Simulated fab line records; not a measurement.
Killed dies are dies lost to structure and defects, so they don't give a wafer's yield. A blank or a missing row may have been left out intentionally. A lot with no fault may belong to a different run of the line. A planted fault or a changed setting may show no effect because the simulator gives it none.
3 desks looking at one fault | flow n5-finfet | each desk holds nothing but its own numbers, with what lay behind them at the end

THE DEFECT DESK
Inspection counts along the route, by lot: the mean over sampled wafers that carry a number. Any lot whose mean is over 4 standard deviations away from the usual mean is out of limits and marked OUT; that distance is given in the brackets.
Columns: A = raw-defect-count at N5_BEOL_M0_SAQP_INSPECT_42, usual 304
lot  | first seen here | A
L332 | day 6 01:19     | 328
L334 | day 6 08:26     | 475
L337 | day 7 05:08     | 425
L340 | day 7 22:26     | 318
L341 | day 8 02:19     | 274
L344 | day 9 04:10     | 366
L347 | day 9 17:09     | 244
L349 | day 10 06:02    | 320
L350 | day 10 15:49    | 219
L352 | day 11 05:29    | 363
This desk's verdict: no lot among the 10 shows anything out of limits.

FROM THE METROLOGY DESK
What the gauges read, lot by lot, whatever tool the lot ran on: means of the sampled wafers that have a number. Any lot whose mean is over 4 standard deviations away from the usual mean is out of limits and marked OUT; that distance is given in the brackets. Shown here are 7 of its 10 readings, the ones lying furthest out on some lot.
Columns: A = DIBL_N at N5_BEOL_M4_RC_MEAS_101, usual 36.3 mV/V; B = IOFF_P at N5_BEOL_M4_RC_MEAS_101, usual 0.22 nA/um; C = ION_N at N5_BEOL_M4_RC_MEAS_101, usual 672 uA/um; D = ION_P at N5_BEOL_M4_RC_MEAS_101, usual 462 uA/um; E = SS_N at N5_BEOL_M4_RC_MEAS_101, usual 71.7 mV/dec; F = SS_P at N5_BEOL_M4_RC_MEAS_101, usual 73.3 mV/dec; G = VT_P at N5_BEOL_M4_RC_MEAS_101, usual -249 mV
lot  | first seen here | A    | B    | C   | D   | E    | F    | G
L332 | day 8 07:45     | 36.9 | 0.25 | 673 | 465 | 71.5 | 73.4 | -246
L334 | day 8 12:30     | 34.8 | 0.20 | 672 | 464 | 71.5 | 73.3 | -248
L337 | day 9 13:12     | 34.4 | 0.17 | 661 | 455 | 71.7 | 72.1 | -251
L340 | day 9 21:14     | 35.5 | 0.19 | 665 | 459 | 71.5 | 73.3 | -252
L341 | day 10 06:37    | 39.4 | 0.24 | 679 | 463 | 72.2 | 73.6 | -248
L344 | day 11 12:16    | 35.7 | 0.21 | 652 | 454 | 71.9 | 73.5 | -249
L347 | day 12 21:29    | 37.3 | 0.23 | 667 | 463 | 71.9 | 73.5 | -249
L349 | day 13 06:53    | 36.4 | 0.21 | 681 | 468 | 71.2 | 73.4 | -252
L350 | day 14 01:11    | 36.4 | 0.27 | 681 | 473 | 71.3 | 73.6 | -245
L352 | day 15 06:28    | 33.6 | 0.19 | 677 | 468 | 70.9 | 72.8 | -251
This desk's verdict: no lot among the 10 shows anything out of limits.

DESK OF THE TOOL OWNER: rie-diel-04
The tool's own readings at N5_BEOL_M0_SAQP_ETCH_73 (etches SiARC in CF4, target depth 19.5 nm, time 32.5 s): means of the sampled wafers that have a number, for each lot that ran on this tool. Any lot whose mean is over 4 standard deviations away from the usual mean is out of limits and marked OUT; that distance is given in the brackets.
Columns: A = drypump-motor-current-A at N5_BEOL_M0_SAQP_ETCH_73, usual 5.5 A; B = etch-rf-on-time-s at N5_BEOL_M0_SAQP_ETCH_73, usual 32.5 s; C = mfc-ar-sccm at N5_BEOL_M0_SAQP_ETCH_73, usual 100.01 sccm; D = oes-product-au at N5_BEOL_M0_SAQP_ETCH_73, usual 0.68 a.u.; E = rf-vpp-V at N5_BEOL_M0_SAQP_ETCH_73, usual 184.3 V; F = showerhead-plenum-p-Torr at N5_BEOL_M0_SAQP_ETCH_73, usual 2.17 Torr; G = throttle-valve-pct at N5_BEOL_M0_SAQP_ETCH_73, usual 15.60 %
lot  | first seen here | A   | B               | C      | D    | E     | F    | G
L334 | day 6 08:32     | 5.4 | 31.9            | 99.84  | 0.71 | 184.9 | 2.17 | 15.59
L337 | day 7 05:27     | 5.4 | 32.1            | 100.12 | 0.69 | 183.9 | 2.16 | 15.60
L340 | day 7 22:45     | 5.0 | 31.9            | 99.99  | 0.72 | 184.2 | 2.12 | 15.67
L341 | day 8 02:28     | 5.2 | 26.2 (-8.9) OUT | 100.03 | 0.81 | 184.0 | 2.17 | 15.52
L344 | day 9 04:32     | 5.2 | 26.4 (-8.7) OUT | 99.96  | 0.83 | 183.9 | 2.13 | 15.61
This desk's finding: out of limits on L341, L344; first on L341, day 8 02:28 (etch-rf-on-time-s at N5_BEOL_M0_SAQP_ETCH_73). L334, L337, L340: within limits.

PUT TOGETHER
The tool owner's desk had the chance to raise an alarm at day 8 02:28 on L341, L344.
Nothing out of limits was seen by the defect desk.
Metrology desk: nothing out of limits seen.
The defect desk has L341, L344 on record, within its limits.
The metrology desk has L341, L344 on record, within its limits.
N5_BEOL_M0_SAQP_ETCH_73 was run on rie-diel-04 by each of the lots named.

WHAT THE SIMULATOR HAD INSERTED
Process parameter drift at N5_BEOL_M0_SAQP_ETCH_73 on rie-diel-04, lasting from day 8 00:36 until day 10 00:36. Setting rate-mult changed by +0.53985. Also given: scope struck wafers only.
Shown lots that were struck: L341, L344.
Time in hours from fault onset to the first out-of-limits reading at each desk: the tool owner's desk, 2.
